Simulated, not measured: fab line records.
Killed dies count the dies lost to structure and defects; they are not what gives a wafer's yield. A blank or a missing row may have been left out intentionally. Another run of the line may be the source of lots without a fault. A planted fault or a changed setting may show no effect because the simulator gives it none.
fab line records | flow n5Finfet
record: lots: 4 | wafers: 12 | lastDay: 18
route steps=1938 shown PMOS_HMC_CHANNEL_EPI@83 FIN_SAQP@90 FIN_CUT@174 STI_FIN_REVEAL@197 BEOL_M4@1111 PASSIVATION@1936
lots that met no fault: taken from a fault-free run of the same line
startH: hours from the record's first day to the start of the lot's first wafer shown | waitH: hours from the lot's prior step to this one | " same as the row above | L1.1+2: a single row standing in for several wafers | - no value, or no start given | * or withheld: withheld | < > ~ a bound
route shown NAME@n: names a module that has steps shown in the file, with the first one's number in the route | usual: mean and standard deviation over wafers with no fault | same: alike in all rows | chamber/n: place in a boat | sites: readings site by site | _std_site: standard deviation across them | _edge_site: outer sites' mean less inner sites' | radiusMm: for every site, how far away it sits from the centre of the wafer | mask NAME#n: copy n | behind: tool/chamber where the wafer was last shaped | hold: the reason the lot was held/the length of the hold in hours/how it ended | device: names the non-switching transistor (n, p or np) | end of line: the route-end tests of the same wafers | a step without rows: its recipe alone | killed: at the first sort, the dies lost to defects and structure; wafer yield is something else | map: the dies of a wafer, with x for killed, . for not killed, _ for no die there
set.NAME: the setting that was run; set.NAME@STEP: the one run at that earlier step | model.NAME: the simulator's own value behind a step, which no gauge read
lots seen at some steps along the route; tables by step, rows by wafer
services: when a tool's chamber went out of use (startH, in hours from the record's first day, below 0 if earlier), for how many hours, and the reason
== steps ==
step: N5_PMOS_HMC_CHANNEL_EPI_PRECLEAN_40
recipe: chemistry: DHF | timeS: 30 | tempC: 25 | dilution: withheld
step: N5_PMOS_HMC_CHANNEL_EPI_PRECLEAN_37
recipe: chemistry: O3/DIW | timeS: 45 | tempC: 22 | o3Ppm: 10
step: N5_PMOS_HMC_CHANNEL_EPI_PRECLEAN_24
recipe: chemistry: DHF | timeS: 30 | tempC: 25 | dilution: withheld
step: N5_PMOS_HMC_CHANNEL_EPI_SRD_25
recipe: dry: ipaMarangoni | doPpb: 5 | timeS: 30 | tempC: 23 | rinseLiquid: diw
step: N5_PMOS_HMC_CHANNEL_EPI_EPI_26
recipe: material: Si | targetThkA: 38 | tempC: 650 | precursor: SiH4/H2 | pressureTorr: 20 | timeS: 22.7
step: N5_FIN_SAQP_PRECLEAN_42
recipe: chemistry: O3/DIW | timeS: 60 | tempC: 22 | o3Ppm: 10
step: N5_FIN_SAQP_PRECLEAN_00
recipe: chemistry: SC1 | timeS: 60 | tempC: 55 | mix: 1:2:50
step: N5_FIN_SAQP_PRECLEAN_44
recipe: chemistry: SC2 | timeS: 45 | tempC: 35 | mix: 1:1:50
step: N5_FIN_SAQP_SRD_01
recipe: dry: ipaMarangoni | timeS: 30 | tempC: 23 | rinseLiquid: diw
step: N5_FIN_SAQP_ALD_61
recipe: material: SiO2 | targetThkA: 40 | tempC: 300 | aldPrecursorFamily: BDEAS | aldCoReactant: O2-plasma | pulseTimeS: 1 | purgeTimeS: 2 | coReactantPurgeTimeS: 2 | aldCycles: 43 | pressureTorr: 2
usual: aldCycles: 43/0 | heaterPowerOuterW: 256/18 | heaterPowerW: 470/35 | precursorPulseHeightRel: 0.999/0.019
lot.wafer | tool      | chamber | startH | waitH | aldCycles | heaterPowerOuterW | heaterPowerW | precursorPulseHeightRel | model.SiO2_of_FIN_SAQP_ALD_61.thkNm
L964.3    | aldSin-02 | 1       | 48.54  | 0.0   | 43        | 272               | 483          | 1.011                   | 3.989
L964.5    | "         | 3       | "      | "     | 43        | 234               | 452          | 0.993                   | 3.993
L964.6    | "         | 0       | "      | "     | 43        | 265               | 457          | 0.997                   | 3.95
L968.1    | aldSin-02 | 0       | 68.70  | 0.7   | 58        | 262               | 452          | 0.991                   | 5.387
L968.4    | "         | 3       | "      | "     | 43        | 232               | 454          | 1.011                   | 4.004
L968.5    | "         | 1       | "      | "     | 58        | 275               | 472          | 0.998                   | 5.412
L970.1    | aldSin-02 | 0       | 80.25  | 0.3   | 58        | 270               | 460          | 0.979                   | 5.362
L970.2    | "         | 3       | "      | "     | 43        | 238               | 456          | 0.988                   | 4.001
L970.3    | "         | 1       | "      | "     | 43        | 272               | 480          | 0.996                   | 4.008
L983.3    | aldSin-01 | 0       | 158.23 | 0.0   | 43        | 268               | 487          | 0.959                   | 3.955
L983.5    | "         | 1       | "      | "     | 43        | 264               | 472          | 1.021                   | 3.997
L983.6    | "         | 2       | "      | "     | 43        | 278               | 512          | 1.018                   | 3.999
step: N5_FIN_SAQP_DENSIFY_62
recipe: tempC: 700 | timeS: 60 | ambient: N2 | idleTempC: 600 | rampUpCPerS: 150 | rampDownCPerS: 60 | coolToC: 600
step: N5_FIN_SAQP_HM_DEP_03
recipe: material: SiNx | targetThkA: 380 | tempC: 400 | precursor: SiH4/NH3/N2 | pressureTorr: 1.5 | rfW: 300 | timeS: 33.6
step: N5_FIN_SAQP_PECVD_47
recipe: material: a-Si | targetThkA: 450 | tempC: 400 | precursor: SiH4/He | pressureTorr: 3 | rfW: 100 | timeS: 36.3
step: N5_FIN_SAQP_PECVD_48
recipe: material: SiNx | targetThkA: 250 | tempC: 400 | precursor: SiH4/NH3/N2 | pressureTorr: 1.5 | rfW: 300 | timeS: 22.1
step: N5_FIN_SAQP_PECVD_06
recipe: material: a-Si | targetThkA: 600 | tempC: 400 | precursor: SiH4/He | pressureTorr: 3 | rfW: 100 | timeS: 48.1
step: N5_FIN_SAQP_HM_DEP_72
recipe: material: SiO2 | targetThkA: 120 | tempC: 400 | precursor: SiH4/N2O | pressureTorr: 0.75 | rfW: 275 | timeS: 7.2
step: N5_FIN_SAQP_COAT_49
recipe: resist: SOC | tempC: 250 | timeS: 60 | spinRpm: 1500 | resistThkNm: 100
step: N5_FIN_SAQP_COAT_50
recipe: resist: SiARC | tempC: 220 | timeS: 60 | spinRpm: 1500 | resistThkNm: 35
step: N5_FIN_SAQP_COAT_10
recipe: resist: CAR-ArF | spinRpm: 1500 | resistThkNm: 90
step: N5_FIN_SAQP_EBR_12
recipe: solvent: PGMEA | ebrWidthMm: 1.5
step: N5_FIN_SAQP_SOFTBAKE_11
recipe: tempC: 110 | timeS: 60 | resist: CAR-ArF
step: N5_FIN_SAQP_EXPOSE_13
recipe: maskId: FIN_CORE | na: 1.35 | sourceShape: dipole | sigmaInner: 0.538 | sigmaOuter: 0.738 | polarization: te | targetCdNm: 35.6 | doseMj: 63.25
step: N5_FIN_SAQP_PEB_14
recipe: pebTempC: withheld | pebTimeS: 60 | resist: CAR-ArF
step: N5_FIN_SAQP_DEVELOP_15
recipe: developTimeS: 30 | developer: TMAH | resist: CAR-ArF | devTempC: 23 | rinseLiquid: diw | dry: airSpin
step: N5_FIN_SAQP_DESCUM_21
recipe: chemistry: O2 | timeS: 7.9 | sourcePowerW: 50 | biasPowerW: 20 | pressureMtorr: 20 | rfFrequencyHz: 2.712e+07 | tempC: 40 | resist: CAR-ArF | o2FlowSccm: 225
step: N5_FIN_SAQP_ETCH_51
recipe: chemistry: CF4 | target: SiARC | targetDepthA: 455 | maskMaterial: CAR-ArF | timeS: 75.8 | ionEnergyEv: 80 | pressureMtorr: 40 | sourceW: 545 | biasW: 36 | Ar_flow_sccm: 100 | cf4FlowSccm: 100 | ends: cleared
step: N5_FIN_SAQP_ETCH_52
recipe: chemistry: N2/H2 | target: SOC | targetDepthA: 1000 | overetchA: 200 | maskMaterial: SiARC | tempC: 40 | timeS: 150 | ionEnergyEv: 200 | pressureMtorr: 30 | sourceW: 840 | biasW: 150 | n2FlowSccm: 200 | h2FlowSccm: 200 | ends: endPoint
step: N5_FIN_SAQP_STRIP_53
recipe: chemistry: N2/H2 | tempC: 40 | n2FlowSccm: 200 | h2FlowSccm: 200 | rfFrequencyHz: 6e+07
step: N5_FIN_SAQP_HM_OPEN_73
recipe: chemistry: CHF3/O2 | target: SiO2 | stopOn: a-Si | targetDepthA: 120 | overEtchFrac: 1.8 | maskMaterial: SOC | timeS: 16.8 | pressureMtorr: 30 | sourceW: 650 | biasW: 170 | Ar_flow_sccm: 200 | CHF3_flow_sccm: 50 | O2_flow_sccm: 5 | ionEnergyEv: 200 | ends: endPoint
step: N5_FIN_SAQP_STRIP_74
recipe: chemistry: CHF3/O2 | resist: SiARC | rfFrequencyHz: 6e+07
step: N5_FIN_SAQP_MANDREL_ETCH_22
recipe: targetDepthA: 600 | chemistry: HBr/Cl2 | target: a-Si | stopOn: SiNx | btTimeS: 10 | overEtchFrac: 0.5 | timeS: 30 | pressureMtorr: 10 | icpW: 800 | biasW: 75 | HBr_flow_sccm: 150 | Cl2_flow_sccm: 80 | ends: endPoint
step: N5_FIN_SAQP_STRIP_55
recipe: chemistry: N2/H2 | powerW: 500 | tempC: 40 | pressureMtorr: 50 | rfFrequencyHz: 6e+07 | overashFraction: 0.3 | biasPowerW: 28 | h2Frac: 0.5 | n2FlowSccm: 300 | h2FlowSccm: 300
step: N5_FIN_SAQP_STRIP_23
recipe: chemistry: SPM | timeS: 750 | tempC: 130 | h2so4H2o2VolRatio: 4
step: N5_FIN_SAQP_SRD_66
recipe: dry: ipaMarangoni | timeS: 30 | tempC: 23 | rinseLiquid: diw
step: N5_FIN_CUT_CUT_ETCH_27
recipe: chemistry: CHF3/O2 | target: SiO2 | targetDepthA: 40 | maskMaterial: SOC | overetchA: 20 | timeS: 4.9 | pressureMtorr: 30 | sourceW: 650 | biasW: 170 | Ar_flow_sccm: 200 | CHF3_flow_sccm: 50 | O2_flow_sccm: 5 | ionEnergyEv: 200
usual: O2_flow_sccm: 5.000/0.015 | drypumpMotorCurrentA: 5.7/0.37 | oesProductAu: 0.60/0.039 | rfVppV: 520/9.5 | showerheadPlenumPTorr: 2.44/0.07 | throttleValvePct: 18.85/0.2
lot.wafer | tool       | chamber | startH | waitH | O2_flow_sccm | drypumpMotorCurrentA | oesProductAu | rfHoursCounterH | rfVppV | showerheadPlenumPTorr | throttleValvePct | model.etch.depthNm
L964.3    | rieDiel-03 | 0       | 54.96  | 0.0   | 4.999        | 5.3                  | 0.65         | 104             | 522    | 2.53                  | 18.75            | 3.989
L964.5    | "          | 0       | "      | "     | 5.008        | 5.3                  | 0.65         | -               | 520    | 2.53                  | 18.73            | 3.993
L964.6    | "          | 1       | "      | "     | 4.998        | 5.5                  | 0.58         | -               | 521    | 2.41                  | 18.96            | 3.95
L968.1    | rieDiel-03 | 3       | 78.18  | 0.0   | 4.999        | 5.6                  | 0.71         | 162             | 507    | 2.40                  | 18.87            | 5.387
L968.4    | "          | 1       | "      | "     | 5.014        | 5.5                  | 0.58         | 202             | 522    | 2.41                  | 18.95            | 4.004
L968.5    | "          | 3       | "      | "     | 5.000        | 5.6                  | 0.71         | -               | 507    | 2.40                  | 18.85            | 5.412
L970.1    | rieDiel-03 | 1       | 86.92  | 0.0   | 4.997        | 5.5                  | 0.68         | 205             | 521    | 2.41                  | 19.00            | 5.362
L970.2    | "          | 2       | "      | "     | 5.010        | 5.8                  | 0.57         | 222             | 514    | 2.37                  | 18.93            | 4.001
L970.3    | "          | 3       | "      | "     | 5.018        | 5.6                  | 0.60         | 165             | 508    | 2.40                  | 18.84            | 4.008
L983.3    | rieDiel-03 | 1       | 165.89 | 0.0   | 4.995        | 5.5                  | 0.56         | 227             | 522    | 2.40                  | 19.00            | 3.955
L983.5    | "          | 0       | "      | "     | 4.972        | 5.3                  | 0.63         | -               | 520    | 2.52                  | 18.78            | 3.997
L983.6    | "          | 3       | "      | "     | 4.992        | 5.5                  | 0.59         | -               | 506    | 2.39                  | 18.89            | 3.999
step: N5_STI_FIN_REVEAL_STRIP_16
recipe: chemistry: H3PO4 | material: SiNx | tempC: 165 | targetDepthA: 238 | overetchFraction: 0.4964 | dry: ipaMarangoni
usual: bathHeatDutyPct: 28.6/2.8
lot.wafer | tool        | chamber | startH | waitH | bathHeatDutyPct | model.SiO2_of_FIN_SAQP_ALD_61.thkNm
L964.3    | wetBench-04 | 7       | 63.01  | 0.6   | 28.1            | 3.8
L964.5    | "           | 0       | "      | "     | 30.8            | 3.8
L964.6    | "           | 5       | "      | "     | 25.2            | 3.6
L968.1    | wetBench-03 | 5       | 86.20  | 1.1   | 30.4            | 5.2
L968.4    | "           | 0       | "      | "     | 25.1            | 3.8
L968.5    | "           | 3       | "      | "     | 26.7            | 5.2
L970.1    | wetBench-04 | 3       | 95.51  | 1.1   | 27.3            | 5
L970.2    | "           | 2       | "      | "     | 30.0            | 3.8
L970.3    | "           | 6       | "      | "     | 33.2            | 3.8
L983.3    | wetBench-01 | 4       | 173.85 | 0.6   | 25.6            | 3.6
L983.5    | "           | 0       | "      | "     | 30.3            | 3.8
L983.6    | "           | 7       | "      | "     | 29.2            | 3.8
step: N5_BEOL_M4_RC_MEAS_101
usual: DIBL_N: 36.1/1.7 | DIBL_P: 35.9/2.1 | IOFF_N: 0.154/0.029 | IOFF_P: 0.21/0.035 | ION_N: 673/10 | ION_P: 463/7.5 | SS_N: 71.6/0.59 | SS_P: 73.2/0.69 | VT_N: 250.5/2.9 | VT_P: -250/3.2
lot.wafer | tool      | chamber | startH | waitH | DIBL_N[mV/V] | DIBL_P[mV/V] | IOFF_N[nA/um] | IOFF_P[nA/um] | ION_N[uA/um] | ION_P[uA/um] | SS_N[mV/dec] | SS_P[mV/dec] | VT_N[mV] | VT_P[mV]
L964.3    | prober-02 | 0       | 207.28 | 0.3   | 38.4         | 38.5         | 0.165         | 0.20          | 675          | 450          | 72.8         | 74.3         | 252.4    | -256
L964.5    | "         | 0       | "      | "     | 37.4         | 37.7         | 0.153         | 0.18          | 674          | 456          | 72.6         | 73.3         | 249.3    | -256
L964.6    | "         | 0       | "      | "     | 36.9         | 36.4         | 0.141         | 0.17          | 663          | 446          | 72.5         | 72.9         | 251.9    | -259
L968.1    | prober-02 | 0       | 228.00 | 0.0   | 37.6         | 36.6         | 0.166         | 0.22          | 665          | 458          | 72.4         | 74.1         | 253.7    | -251
L968.4    | "         | 0       | "      | "     | 38.2         | 38.6         | 0.182         | 0.24          | 687          | 466          | 73.0         | 74.9         | 247.8    | -250
L968.5    | "         | 0       | "      | "     | 37.4         | 38.0         | 0.180         | 0.24          | 688          | 473          | 72.5         | 74.3         | 247.5    | -249
L970.1    | prober-02 | 0       | 252.32 | 0.0   | 32.2         | 32.1         | 0.111         | 0.18          | 662          | 463          | 70.8         | 72.2         | 254.5    | -250
L970.2    | "         | 0       | "      | "     | 32.6         | 32.9         | 0.118         | 0.19          | 665          | 465          | 70.9         | 72.4         | 253.3    | -250
L970.3    | "         | 0       | "      | "     | 30.1         | 28.6         | 0.084         | 0.14          | 651          | 453          | 70.6         | 71.7         | 258.1    | -254
L983.3    | prober-02 | 0       | 322.57 | 0.5   | 36.9         | 35.6         | 0.153         | 0.20          | 673          | 460          | 71.0         | 73.0         | 249.8    | -250
L983.5    | "         | 0       | "      | "     | 37.4         | 35.3         | 0.154         | 0.20          | 675          | 462          | 71.3         | 73.4         | 251.5    | -251
L983.6    | "         | 0       | "      | "     | 38.2         | 36.7         | 0.174         | 0.22          | 671          | 456          | 71.5         | 73.8         | 248.1    | -249
step: N5_PASSIVATION_PROBE_49
usual: defectLimitedYield: 91.3/1.4 | killed_at_M0_to_M3: 34/9.2 | killed_at_M4_up: 13/5.3 | killedAtContacts: 12/6 | killedAtFrontEnd: 39/12 | killedAtOther: 4/3.3 | killedDies: 102/17 | killedOpen: 67/12 | killedShort: 34/7.4 | sort_bin_5_function: 5.1/1 | sort_bin_6_memory: 3.2/0.6 | sort_bin_8_speed: 0.00/0.007 | sortNPass: 1078/17 | sortYieldPct: 91.3/1.4
same: grossDies: 1180 | killedAtBackSide: 0 | sort_bin_4_leakage[%]: 0
lot.wafer | tool      | chamber | startH | waitH | defectLimitedYield[%] | killed_at_M0_to_M3 | killed_at_M4_up | killedAtContacts | killedAtFrontEnd | killedAtOther | killedDies | killedOpen | killedShort | sort_bin_5_function[%] | sort_bin_6_memory[%] | sort_bin_8_speed[%] | sortNPass | sortYieldPct[%]
L964.3    | prober-01 | -       | 316.62 | 0.1   | 90.8                  | 35                 | 8               | 14               | 43               | 8             | 108        | 64         | 44          | 5.7                    | 3.4                  | 0                   | 1072      | 90.8
L964.5    | prober-01 | -       | 316.72 | 0.2   | 91.0                  | 29                 | 12              | 7                | 43               | 15            | 106        | 74         | 32          | 5.8                    | 2.9                  | 0                   | 1074      | 91.0
L964.6    | prober-01 | -       | 316.77 | 0.3   | 91.5                  | 33                 | 12              | 5                | 33               | 17            | 100        | 61         | 39          | 4.7                    | 3.2                  | 0                   | 1080      | 91.5
L968.1    | prober-02 | -       | 332.73 | 0.0   | 89.9                  | 29                 | 15              | 16               | 54               | 5             | 119        | 86         | 31          | 5.9                    | 3.9                  | 0                   | 1061      | 89.9
L968.4    | prober-02 | -       | 332.88 | 0.2   | 90.6                  | 30                 | 16              | 11               | 49               | 5             | 111        | 76         | 35          | 5.8                    | 3.2                  | 0                   | 1069      | 90.6
L968.5    | prober-02 | -       | 332.93 | 0.2   | 90.8                  | 36                 | 10              | 16               | 44               | 3             | 109        | 83         | 25          | 5.6                    | 3.6                  | 0                   | 1071      | 90.8
L970.1    | prober-01 | -       | 368.78 | 0.0   | 94.7                  | 16                 | 13              | 3                | 28               | 2             | 62         | 41         | 21          | 3.0                    | 2.1                  | 0                   | 1118      | 94.7
L970.2    | prober-01 | -       | 368.83 | 0.1   | 94.4                  | 24                 | 9               | 9                | 23               | 1             | 66         | 50         | 15          | 3.1                    | 2.5                  | 0                   | 1114      | 94.4
L970.3    | prober-01 | -       | 368.88 | 0.1   | 92.1                  | 38                 | 8               | 3                | 41               | 3             | 93         | 54         | 32          | 4.7                    | 2.3                  | 0.08                | 1086      | 92.0
L983.3    | prober-01 | -       | 435.33 | 0.1   | 90.9                  | 37                 | 28              | 9                | 28               | 5             | 107        | 68         | 39          | 5.9                    | 3.0                  | 0                   | 1073      | 90.9
L983.5    | prober-01 | -       | 435.43 | 0.2   | 90.5                  | 46                 | 22              | 5                | 36               | 3             | 112        | 82         | 29          | 5.4                    | 4.0                  | 0                   | 1068      | 90.5
L983.6    | prober-01 | -       | 435.48 | 0.3   | 94.7                  | 17                 | 13              | 5                | 24               | 4             | 63         | 43         | 20          | 2.9                    | 2.2                  | 0                   | 1117      | 94.7
killed by level:class
L964.3 FIN_SAQP:geometricParticle:open=12 BEOL_M0_SAQP:geometricParticle:short=11 MOL_CONTACT_COAG:geometricParticle:open=10 FIN_SAQP:geometricParticle:short=8 STI_FIN_REVEAL:geometricParticle:open=6 BEOL_M0_SAQP:geometricParticle:open=6 BEOL_M3:geometricParticle:open=6 MIM_TOP:geometricParticle:short=5
L964.5 FIN_SAQP:geometricParticle:open=15 FIN_SAQP:geometricParticle:short=12 BEOL_M0_SAQP:geometricParticle:open=9 MOL_CONTACT_COAG:geometricParticle:open=7 STI_FIN_REVEAL:geometricParticle:open=6 BEOL_M3:geometricParticle:open=6 BEOL_M4:geometricParticle:open=6 MIM_TOP:geometricParticle:open=6
L964.6 FIN_SAQP:geometricParticle:short=12 BEOL_M2:geometricParticle:open=11 FIN_SAQP:geometricParticle:open=7 BEOL_M0_SAQP:geometricParticle:short=6 PASS1_CAP:geometricParticle:open=6 MOL_CONTACT_COAG:geometricParticle:open=5 BEOL_M3:geometricParticle:open=5 PASS1_CAP:geometricParticle:short=5
L968.1 FIN_SAQP:geometricParticle:open=19 MOL_CONTACT_COAG:geometricParticle:open=14 BEOL_M1:geometricParticle:open=12 FIN_SAQP:geometricParticle:short=9 STARTING-WAFER:geometricParticle:open=5 STI_FIN_REVEAL:geometricParticle:open=4 ILD0:geometricParticle:open=4 BEOL_M0_SAQP:geometricParticle:open=4
L968.4 BEOL_M1:geometricParticle:open=12 DUMMY_GATE:geometricParticle:open=11 MOL_CONTACT_COAG:geometricParticle:open=10 FIN_SAQP:geometricParticle:open=9 ILD0:geometricParticle:short=6 FIN_SAQP:geometricParticle:short=5 BEOL_M0_SAQP:geometricParticle:short=5 BEOL_M4:geometricParticle:open=5
L968.5 MOL_CONTACT_COAG:geometricParticle:open=13 BEOL_M2:geometricParticle:open=11 STI_FIN_REVEAL:geometricParticle:open=9 BEOL_M1:geometricParticle:open=8 FIN_SAQP:geometricParticle:open=6 BEOL_M0_SAQP:geometricParticle:open=6 FIN_SAQP:geometricParticle:short=6 DUMMY_GATE:geometricParticle:open=5
L970.1 FIN_SAQP:geometricParticle:short=9 STI_FIN_REVEAL:geometricParticle:open=7 BEOL_M3:geometricParticle:open=7 BEOL_M5:geometricParticle:open=5 DUMMY_GATE:geometricParticle:open=4 BEOL_M4:geometricParticle:open=4 BEOL_M0_SAQP:geometricParticle:short=3 BEOL_M2:geometricParticle:open=3
L970.2 BEOL_M3:geometricParticle:open=10 MOL_CONTACT_COAG:geometricParticle:open=8 BEOL_M2:geometricParticle:open=6 DUMMY_GATE:geometricParticle:open=5 STI_FIN_REVEAL:geometricParticle:open=5 STI_FIN_REVEAL:geometricParticle:short=3 GATE_CUT:geometricParticle:short=3 BEOL_M1:geometricParticle:open=3
L970.3 BEOL_M3:geometricParticle:open=14 FIN_SAQP:geometricParticle:short=9 HKMG_FIN:areaEtch=6 DUMMY_GATE:geometricParticle:open=5 BEOL_M0_SAQP:geometricParticle:short=5 BEOL_M0_SAQP:geometricParticle:open=5 BEOL_M2:geometricParticle:open=5 DUMMY_GATE:geometricParticle:short=4
L983.3 BEOL_M4:geometricParticle:open=9 BEOL_M2:geometricParticle:open=8 BEOL_M4:geometricParticle:short=8 FIN_SAQP:geometricParticle:open=7 BEOL_M3:geometricParticle:open=7 FIN_SAQP:geometricParticle:short=6 MOL_CONTACT_COAG:geometricParticle:open=6 BEOL_M0_SAQP:geometricParticle:short=5
L983.5 STI_FIN_REVEAL:geometricParticle:open=13 BEOL_M2:geometricParticle:open=11 BEOL_M0_SAQP:geometricParticle:short=10 BEOL_M3:geometricParticle:open=9 BEOL_M1:geometricParticle:open=8 BEOL_M4:geometricParticle:open=8 BEOL_M0_SAQP:geometricParticle:open=7 FIN_SAQP:geometricParticle:open=4
L983.6 STI_FIN_REVEAL:geometricParticle:open=5 DUMMY_GATE:geometricParticle:open=4 BEOL_M4:geometricParticle:open=4 MOL_CONTACT_COAG:geometricParticle:open=3 BEOL_M0_SAQP:geometricParticle:open=3 BEOL_M1:geometricParticle:open=3 BEOL_M2:geometricParticle:open=3 BEOL_M3:geometricParticle:open=3
== services ==
tool       | chamber | startH | hours | kind
aldSin-01  | 2       | 28.03  | 4.9   | repair
rieDiel-03 | 1       | 31.36  | 9.3   | repair
aldSin-01  | 0       | 45.53  | 13.5  | repair
rieDiel-03 | 2       | 51.47  | 3.0   | repair
aldSin-02  | 0       | 53.81  | 3.1   | repair
aldSin-01  | -       | 60.51  | 4.3   | pm
rieDiel-03 | 0       | 60.76  | 2.5   | repair
rieDiel-03 | -       | 70.55  | 0.5   | repair
rieDiel-03 | -       | 75.57  | 0.7   | repair
aldSin-02  | -       | 86.04  | 14.0  | pm
aldSin-02  | 0       | 86.04  | 14.0  | ventCycle
aldSin-02  | 1       | 86.04  | 14.0  | ventCycle
aldSin-02  | 2       | 86.04  | 14.0  | ventCycle
aldSin-02  | 3       | 86.04  | 14.0  | ventCycle
aldSin-02  | 0       | 100.04 | -     | clean
aldSin-02  | 1       | 100.04 | -     | clean
aldSin-02  | 2       | 100.04 | -     | clean
aldSin-02  | 3       | 100.04 | -     | clean
aldSin-01  | -       | 168.65 | 6.0   | pm
== key ==
firstSign: step: N5_FIN_SAQP_ALD_61 | reading: aldCycles | direction: up | sigmas: 99+ | usual: * | struck: *
effect: step: N5_FIN_CUT_CUT_ETCH_27 | reading: oesProductAu | direction: up | sigmas: 2.6 | usual: 0.60 | struck: 0.70
modelEffect: step: N5_FIN_SAQP_ALD_61 | value: SiO2_of_FIN_SAQP_ALD_61.thkNm | without: 3.992 | struck: 5.387
modelEffect: step: N5_FIN_CUT_CUT_ETCH_27 | value: etch.depthNm | without: 3.992 | struck: 5.387
modelEffect: step: N5_STI_FIN_REVEAL_STRIP_16 | value: SiO2_of_FIN_SAQP_ALD_61.thkNm | without: 3.733 | struck: 5.133
metAt N5_FIN_SAQP_ALD_61
struckWafers L968.1,L968.5,L970.1
onsetBetween 48.54 68.70
fault: kind: processParameterDrift | tool: aldSin-02 | chamber: - | onsetH: 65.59 | steps: N5_FIN_SAQP_ALD_61 | channel: aldCycles | offset: * | shape: step | endH: 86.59 | scope: struckWafersOnly | actsIn: * | stated: *
